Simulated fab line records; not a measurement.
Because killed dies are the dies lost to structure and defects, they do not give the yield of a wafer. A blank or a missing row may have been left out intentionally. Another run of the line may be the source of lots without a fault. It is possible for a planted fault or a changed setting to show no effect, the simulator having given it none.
Matching of chambers ; flow n5Finfet ; rieDiel-04 running N5_MOL_CONTACT_COAG_ETCH_66: 4 sister chambers
The step etches SiARC in CF4, target depth 13 nm, time 21.7 s. 8 wafers are shown with their chamber, then 11 later ones without.

== WAFERS, EACH WITH ITS CHAMBER ==
wafer;chamber;drypumpMotorCurrentA (A);throttleValvePct (%)
L083.4;1;5.5;15.69
L087.6;0;6.2;15.12
L089.3;2;5.2;15.32
L089.6;0;6.2;15.14
L090.2;3;5.5;15.60
L090.5;1;5.5;15.73
L090.6;2;5.1;15.32
L092.1;3;5.5;15.62

== WAFERS MISSING THEIR CHAMBER ==
wafer;drypumpMotorCurrentA (A);throttleValvePct (%)
L092.4;5.5;15.73
L092.6;5.5;15.73
L094.1;5.2;15.35
L094.2;5.5;15.73
L094.6;5.5;15.63
L096.2;5.5;15.64
L096.4;5.5;15.77
L096.5;5.1;15.34
L097.1;5.5;15.76
L097.2;5.1;15.34
L097.5;5.1;15.34

== THE CHAMBER EACH PASSED THROUGH ==
wafer;from the rows above;in truth
L092.4;1;1
L092.6;1;1
L094.1;2;2
L094.2;1;1
L094.6;3;3
L096.2;3;3
L096.4;1;1
L096.5;2;2
L097.1;1;1
L097.2;2;2
L097.5;2;2
Correctly placed: 11 of 11. Can't be placed from these rows: 0. 0 placed wrongly.
How it was worked out, from the rows above alone: a wafer's distance from a chamber is the root of the sum, over the readings, of the square of ((its reading less the chamber's mean) divided by the reading's scatter). If the next closest chamber is less than 2 further off than the closest, the wafer can't be placed; otherwise it belongs to the closest. The mean given for a chamber averages the wafers shown for that chamber. How the scatter is found: for the shown wafers, subtract from each reading the mean of its chamber, square and add these, divide the total by (wafers less chambers), then take the root.
